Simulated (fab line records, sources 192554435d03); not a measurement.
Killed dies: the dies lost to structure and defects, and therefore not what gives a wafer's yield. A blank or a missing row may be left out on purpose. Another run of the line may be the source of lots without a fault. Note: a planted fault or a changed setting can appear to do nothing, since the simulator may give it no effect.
What tool caused it? | flow n5_finfet | 72 wafers from 24 lots sampled at 6 of the route's 1938 steps

## WHAT EACH GAUGE READ, for each wafer
N5_BEOL_M7_OVL_MEAS_12.
lot  | measured     | on         | M7_OVL (nm)
L074 | day 8 18:05  | overlay-02 | 1.1 -0.8 0.3
L075 | day 9 00:14  | overlay-02 | 2.0 -0.8 0.6
L076 | day 9 08:54  | overlay-02 | 1.4 -0.3 1.3
L077 | day 9 08:55  | overlay-01 | 0.2 0.7 0.2
L079 | day 9 22:24  | overlay-01 | 0.5 -0.3 0.2
L078 | day 9 23:22  | overlay-02 | 1.5 0.5 1.5
L080 | day 10 10:29 | overlay-02 | -0.3 0.3 0.3
L081 | day 10 20:40 | overlay-01 | 1.0 1.5 1.2
L082 | day 11 07:35 | overlay-02 | -0.4 -1.3 -0.2
L083 | day 11 08:15 | overlay-01 | -0.8 1.1 -0.6
L084 | day 11 13:15 | overlay-02 | 1.0 -0.5 -0.6
L085 | day 11 14:08 | overlay-02 | -0.5 -0.7 -0.3
L086 | day 12 08:37 | overlay-02 | 0.3 -0.6 0.5
L087 | day 12 15:01 | overlay-01 | 1.0 1.0 -0.2
L088 | day 12 15:07 | overlay-02 | 0.1 -0.3 1.2
L090 | day 13 03:44 | overlay-01 | -0.7 -0.9 -1.7
L089 | day 13 11:59 | overlay-01 | -0.3 -0.4 -0.7
L092 | day 13 22:01 | overlay-01 | -3.0 -1.9 -2.3
L091 | day 13 21:47 | overlay-01 | 0.9 0.5 0.4
L094 | day 14 00:21 | overlay-02 | -0.1 -0.2 -0.1
L095 | day 14 00:53 | overlay-02 | 0.6 0.0 -0.3
L093 | day 14 06:51 | overlay-02 | 0.6 -0.4 -0.9
L096 | day 15 05:08 | overlay-02 | 0.1 -0.1 0.3
L097 | day 15 14:56 | overlay-02 | 0.9 0.9 -0.7

N5_BEOL_M7_CD_MEAS_35: the cd target is 40 nm.
lot  | measured     | on        | cd_nm (nm)
L074 | day 8 21:08  | cd_sem-02 | 39.2 40.0 41.1
L075 | day 9 04:16  | cd_sem-02 | 39.8 39.9 40.8
L076 | day 9 14:07  | cd_sem-02 | 39.6 37.9 38.9
L077 | day 9 13:58  | cd_sem-03 | 40.7 38.2 38.6
L079 | day 10 01:14 | cd_sem-01 | 40.5 41.4 41.4
L078 | day 10 01:21 | cd_sem-02 | 41.8 40.9 40.2
L080 | day 10 13:46 | cd_sem-02 | 41.1 39.5 39.6
L081 | day 11 01:28 | cd_sem-02 | 40.8 40.2 39.5
L082 | day 11 09:55 | cd_sem-03 | 40.2 40.4 40.7
L083 | day 11 10:58 | cd_sem-02 | 39.5 39.8 40.5
L084 | day 11 16:21 | cd_sem-03 | 39.7 38.2 39.2
L085 | day 11 16:45 | cd_sem-02 | 39.1 40.8 39.2
L086 | day 12 10:22 | cd_sem-01 | 39.7 39.7 39.2
L087 | day 12 20:40 | cd_sem-02 | 39.3 38.5 39.8
L088 | day 12 20:27 | cd_sem-01 | 39.6 40.8 39.0
L090 | day 13 05:34 | cd_sem-02 | 40.5 40.2 39.9
L089 | day 13 14:57 | cd_sem-01 | 40.2 39.7 40.9
L092 | day 13 23:49 | cd_sem-01 | 41.0 40.1 40.1
L091 | day 13 23:54 | cd_sem-02 | 39.8 39.4 39.7
L094 | day 14 02:25 | cd_sem-01 | 40.0 39.6 39.8
L095 | day 14 02:37 | cd_sem-01 | 41.0 40.6 41.4
L093 | day 14 08:35 | cd_sem-02 | 39.5 40.8 38.9
L096 | day 15 07:19 | cd_sem-02 | 40.2 39.4 39.4
L097 | day 15 18:22 | cd_sem-02 | 40.5 39.4 39.1

N5_BEOL_M7_INSPECT_58: inspects for defects (darkfield).
lot  | measured     | on                | raw_defect_count
L074 | day 9 00:36  | defect_inspect-01 | 38 42 69
L075 | day 9 06:38  | defect_inspect-01 | 86 105 84
L076 | day 9 16:14  | defect_inspect-01 | 36 90 67
L077 | day 9 15:56  | defect_inspect-01 | 89 50 77
L079 | day 10 04:21 | defect_inspect-02 | 116 73 89
L078 | day 10 04:40 | defect_inspect-01 | 63 88 115
L080 | day 10 16:16 | defect_inspect-01 | 96 55 52
L081 | day 11 04:31 | defect_inspect-02 | 59 96 83
L082 | day 11 12:10 | defect_inspect-02 | 47 56 80
L083 | day 11 13:47 | defect_inspect-02 | 73 79 100
L084 | day 11 19:51 | defect_inspect-02 | 61 89 86
L085 | day 11 20:17 | defect_inspect-02 | 44 61 27
L086 | day 12 12:21 | defect_inspect-02 | 35 65 78
L087 | day 13 00:25 | defect_inspect-02 | 65 100 103
L088 | day 12 23:15 | defect_inspect-02 | 108 71 86
L090 | day 13 08:20 | defect_inspect-02 | 65 54 86
L089 | day 13 17:23 | defect_inspect-02 | 62 78 90
L092 | day 14 03:17 | defect_inspect-02 | 76 62 57
L091 | day 14 03:01 | defect_inspect-02 | 77 83 66
L094 | day 14 04:33 | defect_inspect-01 | 62 64 81
L095 | day 14 04:49 | defect_inspect-01 | 96 144 60
L093 | day 14 12:45 | defect_inspect-02 | 81 147 91
L096 | day 15 10:11 | defect_inspect-01 | 74 72 56
L097 | day 15 21:00 | defect_inspect-01 | 77 71 81

## TOOL THAT RAN EACH LOT (tool first, then ch and the chambers of the sampled wafers, then the start)
lot  | N5_BEOL_M6_ALD_77                   | N5_BEOL_M7_ETCH_65                 | N5_BEOL_M7_ETCH_41
L074 | ald_metal-01 ch 1,3, day 8 14:38    | rie_diel-05 ch 0,2, day 8 20:37    | rie_diel-05 ch 0,2, day 8 21:08 or earlier
L075 | ald_metal-02 ch 0,3, day 8 18:04    | rie_diel-05 ch 0,1,3, day 9 03:44  | rie_diel-05 ch 0,1,3, day 9 04:16 or earlier
L076 | ald_metal-02 ch 0,1,3, day 8 20:16  | rie_diel-05 ch 0,1,3, day 9 13:35  | rie_diel-05 ch 0,1,3, day 9 14:07 or earlier
L077 | ald_metal-03 ch 1,2,3, day 9 05:34  | rie_diel-03 ch 0,3, day 9 13:25    | rie_diel-03 ch 0,3, day 9 13:58 or earlier
L079 | ald_metal-01 ch 1,2,3, day 9 16:58  | rie_diel-03 ch 1,2,3, day 10 00:42 | rie_diel-03 ch 1,2,3, day 10 01:14 or earlier
L078 | ald_metal-03 ch 0,2,3, day 9 19:42  | rie_diel-05 ch 1,2,3, day 10 00:49 | rie_diel-05 ch 1,2,3, day 10 01:21 or earlier
L080 | ald_metal-02 ch 0,2,3, day 10 05:28 | rie_diel-03 ch 0,1,3, day 10 13:13 | rie_diel-03 ch 0,1,3, day 10 13:46 or earlier
L081 | ald_metal-01 ch 0,3, day 10 14:30   | rie_diel-06 ch 0,2, day 11 00:56   | rie_diel-06 ch 0,2, day 11 01:28 or earlier
L082 | ald_metal-02 ch 0,2,3, day 11 03:44 | rie_diel-05 ch 0,1,2, day 11 09:23 | rie_diel-05 ch 0,1,2, day 11 09:55 or earlier
L083 | ald_metal-03 ch 1,2, day 11 04:17   | rie_diel-05 ch 0,2,3, day 11 10:26 | rie_diel-05 ch 0,2,3, day 11 10:58 or earlier
L084 | ald_metal-02 ch 1,2, day 11 09:55   | rie_diel-05 ch 0,1,3, day 11 15:49 | rie_diel-05 ch 0,1,3, day 11 16:21 or earlier
L085 | ald_metal-01 ch 1,2, day 11 10:46   | rie_diel-05 ch 0,1, day 11 16:13   | rie_diel-05 ch 0,1, day 11 16:45 or earlier
L086 | ald_metal-03 ch 0,1, day 12 05:52   | rie_diel-03 ch 0,1,2, day 12 09:49 | rie_diel-03 ch 0,1,2, day 12 10:22 or earlier
L087 | ald_metal-03 ch 0,1, day 12 11:24   | rie_diel-03 ch 0,2, day 12 19:57   | rie_diel-03 ch 0,2, day 12 20:40 or earlier
L088 | ald_metal-02 ch 1,2, day 12 11:34   | rie_diel-05 ch 0,2, day 12 19:44   | rie_diel-05 ch 0,2, day 12 20:27 or earlier
L090 | ald_metal-01 ch 0,1, day 13 00:11   | rie_diel-05 ch 0,2,3, day 13 05:02 | rie_diel-05 ch 0,2,3, day 13 05:34 or earlier
L089 | ald_metal-03 ch 1,2, day 13 06:38   | rie_diel-05 ch 0,1,3, day 13 14:23 | rie_diel-05 ch 0,1,3, day 13 14:57 or earlier
L092 | ald_metal-03 ch 1,2,3, day 13 15:46 | rie_diel-05 ch 0,2, day 13 23:17   | rie_diel-05 ch 0,2, day 13 23:49 or earlier
L091 | ald_metal-02 ch 1,2,3, day 13 15:56 | rie_diel-06 ch 0,1,3, day 13 23:16 | rie_diel-06 ch 0,1,3, day 13 23:54 or earlier
L094 | ald_metal-02 ch 0,2,3, day 13 18:14 | rie_diel-05 ch 0,1,3, day 14 01:52 | rie_diel-05 ch 0,1,3, day 14 02:25 or earlier
L095 | ald_metal-03 ch 0,2,3, day 13 18:36 | rie_diel-06 ch 0,1,2, day 14 02:05 | rie_diel-06 ch 0,1,2, day 14 02:37 or earlier
L093 | ald_metal-01 ch 0,2, day 14 01:04   | rie_diel-03 ch 0,2, day 14 08:04   | rie_diel-03 ch 0,2, day 14 08:35 or earlier
L096 | ald_metal-02 ch 0,2, day 14 23:16   | rie_diel-05 ch 1,3, day 15 06:47   | rie_diel-05 ch 1,3, day 15 07:19 or earlier
L097 | ald_metal-02 ch 0,2,3, day 15 10:59 | rie_diel-05 ch 0,3, day 15 17:50   | rie_diel-05 ch 0,3, day 15 18:22 or earlier
- N5_BEOL_M6_ALD_77: deposits TaN, target thk 2 nm, pulse time 2 s, purge time 3 s.
- N5_BEOL_M7_ETCH_65: etches SiARC in CF4, target depth 15.6 nm, time 26 s.
- N5_BEOL_M7_ETCH_41: etches SiCN in CH3F/O2, target depth 31.9 nm, time 57.8 s.

## WHAT THE TOOLS THEMSELVES READ (means of the sampled wafers that have a number; where no wafer has one, the mark that the record gives instead)
N5_BEOL_M6_ALD_77.
lot  | tool         | heater_power_w (W) | precursor_vessel_pressure_torr (Torr)
L074 | ald_metal-01 | 433                | 26.25
L075 | ald_metal-02 | 372                | 26.30
L076 | ald_metal-02 | 396                | 26.21
L077 | ald_metal-03 | 434                | 26.19
L079 | ald_metal-01 | 434                | 26.28
L078 | ald_metal-03 | 441                | 26.26
L080 | ald_metal-02 | 406                | 26.23
L081 | ald_metal-01 | 413                | 26.19
L082 | ald_metal-02 | 408                | 26.24
L083 | ald_metal-03 | 435                | 26.20
L084 | ald_metal-02 | 458                | 26.32
L085 | ald_metal-01 | 444                | 26.26
L086 | ald_metal-03 | 464                | 26.27
L087 | ald_metal-03 | 454                | 26.27
L088 | ald_metal-02 | 469                | 26.27
L090 | ald_metal-01 | 430                | 26.32
L089 | ald_metal-03 | 436                | 26.20
L092 | ald_metal-03 | 429                | 26.28
L091 | ald_metal-02 | 438                | 26.28
L094 | ald_metal-02 | 408                | 26.28
L095 | ald_metal-03 | 444                | 26.24
L093 | ald_metal-01 | 418                | 26.22
L096 | ald_metal-02 | 396                | 26.20
L097 | ald_metal-02 | 410                | 26.21

N5_BEOL_M7_ETCH_65.
lot  | tool        | drypump_motor_current_A (A) | etch_rf_on_time_s (s) | oes_product_au (a.u.) | rf_vpp_V (V) | showerhead_plenum_p_Torr (Torr) | throttle_valve_pct (%)
L074 | rie_diel-05 | 5.6                         | 25.0                  | 0.65                  | 185.2        | 2.23                            | 15.47
L075 | rie_diel-05 | 5.5                         | 25.7                  | 0.61                  | 185.3        | 2.20                            | 15.72
L076 | rie_diel-05 | 5.5                         | 25.9                  | 0.60                  | 185.8        | 2.19                            | 15.72
L077 | rie_diel-03 | 5.9                         | 26.3                  | 0.59                  | 184.9        | 2.22                            | 15.96
L079 | rie_diel-03 | 6.0                         | 26.2                  | 0.60                  | 184.5        | 2.19                            | 15.92
L078 | rie_diel-05 | 5.8                         | 26.0                  | 0.60                  | 184.4        | 2.18                            | 15.73
L080 | rie_diel-03 | 6.0                         | 25.7                  | 0.59                  | 185.6        | 2.21                            | 15.87
L081 | rie_diel-06 | 6.0                         | 26.8                  | 0.61                  | 183.7        | 2.14                            | 15.55
L082 | rie_diel-05 | 5.6                         | 25.6                  | 0.62                  | 185.1        | 2.21                            | 15.62
L083 | rie_diel-05 | 5.9                         | 25.6                  | 0.61                  | 185.5        | 2.18                            | 15.61
L084 | rie_diel-05 | 5.5                         | 25.3                  | 0.60                  | 185.2        | 2.19                            | 15.75
L085 | rie_diel-05 | 5.2                         | 25.8                  | 0.61                  | 185.2        | 2.22                            | 15.77
L086 | rie_diel-03 | 6.0                         | 26.6                  | 0.60                  | 184.3        | 2.18                            | 15.81
L087 | rie_diel-03 | 5.7                         | 26.9                  | 0.62                  | 184.5        | 2.17                            | 15.83
L088 | rie_diel-05 | 6.0                         | 25.9                  | 0.62                  | 185.2        | 2.20                            | 15.52
L090 | rie_diel-05 | 5.9                         | 25.1                  | 0.69                  | 184.4        | 2.18                            | 15.48
L089 | rie_diel-05 | 5.5                         | 25.3                  | 0.68                  | 184.4        | 2.19                            | 15.60
L092 | rie_diel-05 | 5.6                         | 25.1                  | 0.62                  | 184.4        | 2.21                            | 15.54
L091 | rie_diel-06 | 5.5                         | 26.5                  | 0.58                  | 183.9        | 2.14                            | 15.67
L094 | rie_diel-05 | 5.5                         | 25.2                  | 0.68                  | 184.8        | 2.18                            | 15.61
L095 | rie_diel-06 | 6.0                         | 26.4                  | 0.59                  | 183.6        | 2.14                            | 15.62
L093 | rie_diel-03 | 5.8                         | 26.9                  | 0.60                  | 184.2        | 2.19                            | 15.80
L096 | rie_diel-05 | 5.4                         | 26.0                  | 0.65                  | 185.1        | 2.18                            | 15.75
L097 | rie_diel-05 | 5.8                         | 25.2                  | 0.73                  | 183.6        | 2.15                            | 15.46

N5_BEOL_M7_ETCH_41.
lot  | tool        | CH3F_flow_sccm (sccm) | O2_flow_sccm (sccm) | drypump_motor_current_A (A) | oes_product_au (a.u.) | rf_vpp_V (V) | showerhead_plenum_p_Torr (Torr) | throttle_valve_pct (%)
L074 | rie_diel-05 | 29.98                 | 20.05               | 5.6                         | 0.75                  | 298.7        | 2.08                            | 16.18
L075 | rie_diel-05 | 29.98                 | 19.97               | 5.5                         | 0.70                  | 297.8        | 2.06                            | 16.43
L076 | rie_diel-05 | 29.88                 | 20.02               | 5.5                         | 0.70                  | 298.1        | 2.05                            | 16.45
L077 | rie_diel-03 | 30.05                 | 20.05               | 5.9                         | 0.68                  | 297.3        | 2.07                            | 16.65
L079 | rie_diel-03 | 29.98                 | 19.98               | 6.0                         | 0.70                  | 298.2        | 2.05                            | 16.65
L078 | rie_diel-05 | 29.99                 | 20.01               | 5.8                         | 0.70                  | 297.3        | 2.05                            | 16.49
L080 | rie_diel-03 | 30.00                 | 19.97               | 6.1                         | 0.68                  | 298.9        | 2.07                            | 16.60
L081 | rie_diel-06 | 29.89                 | 19.98               | 6.0                         | 0.71                  | 298.2        | 2.01                            | 16.25
L082 | rie_diel-05 | 29.85                 | 20.00               | 5.6                         | 0.72                  | 298.7        | 2.08                            | 16.35
L083 | rie_diel-05 | 30.05                 | 19.92               | 5.9                         | 0.72                  | 298.9        | 2.05                            | 16.36
L084 | rie_diel-05 | 30.00                 | 19.99               | 5.5                         | 0.70                  | 298.2        | 2.05                            | 16.48
L085 | rie_diel-05 | 29.94                 | 19.99               | 5.2                         | 0.70                  | 298.8        | 2.08                            | 16.47
L086 | rie_diel-03 | 30.05                 | 19.98               | 6.0                         | 0.70                  | 298.5        | 2.05                            | 16.55
L087 | rie_diel-03 | 30.01                 | 19.96               | 5.7                         | 0.73                  | 296.8        | 2.03                            | 16.54
L088 | rie_diel-05 | 30.02                 | 20.03               | 6.0                         | 0.72                  | 299.2        | 2.07                            | 16.27
L090 | rie_diel-05 | 30.06                 | 19.96               | 5.9                         | 0.80                  | 298.1        | 2.04                            | 16.22
L089 | rie_diel-05 | 29.93                 | 20.02               | 5.5                         | 0.80                  | 298.1        | 2.05                            | 16.34
L092 | rie_diel-05 | 30.02                 | 20.02               | 5.6                         | 0.72                  | 297.4        | 2.07                            | 16.24
L091 | rie_diel-06 | 30.03                 | 20.00               | 5.5                         | 0.68                  | 298.5        | 2.00                            | 16.35
L094 | rie_diel-05 | 29.96                 | 19.96               | 5.5                         | 0.79                  | 298.5        | 2.05                            | 16.33
L095 | rie_diel-06 | 30.05                 | 20.00               | 6.0                         | 0.70                  | 297.2        | 2.01                            | 16.35
L093 | rie_diel-03 | 30.05                 | 20.03               | 5.8                         | 0.70                  | 298.3        | 2.05                            | 16.52
L096 | rie_diel-05 | 29.88                 | 19.96               | 5.4                         | 0.76                  | 297.7        | 2.04                            | 16.49
L097 | rie_diel-05 | 30.08                 | 20.07               | 5.8                         | 0.86                  | 297.8        | 2.01                            | 16.19

## THE ANSWER, worked out from the rows above alone
Rule: usual is defined by the lots themselves. Put in order of their means at a reading, lots are off if they are a third of the lots or fewer, leave a main group of 4 or more, and stand apart from it by a gap of 3 or more times the standard deviation of the main group's means; of several such gaps the widest counts. A main group whose means are all the same, to the digits that the tables above print for the reading, isn't used. Also off: a lot with no number at a reading for which 4 or more lots have one. The other lots that the step has rows for count as sound. Order of review: gauges by route order, followed by the tools' own readings, for which a lot's mean as printed above is used. The first step at which some lot is off is used, and at that step the reading that is off furthest; a lot without a number counts as furthest.
Across all readings shown, no lot is off: no conclusion can be drawn from this.

## WHAT WAS PUT IN BY THE SIMULATOR
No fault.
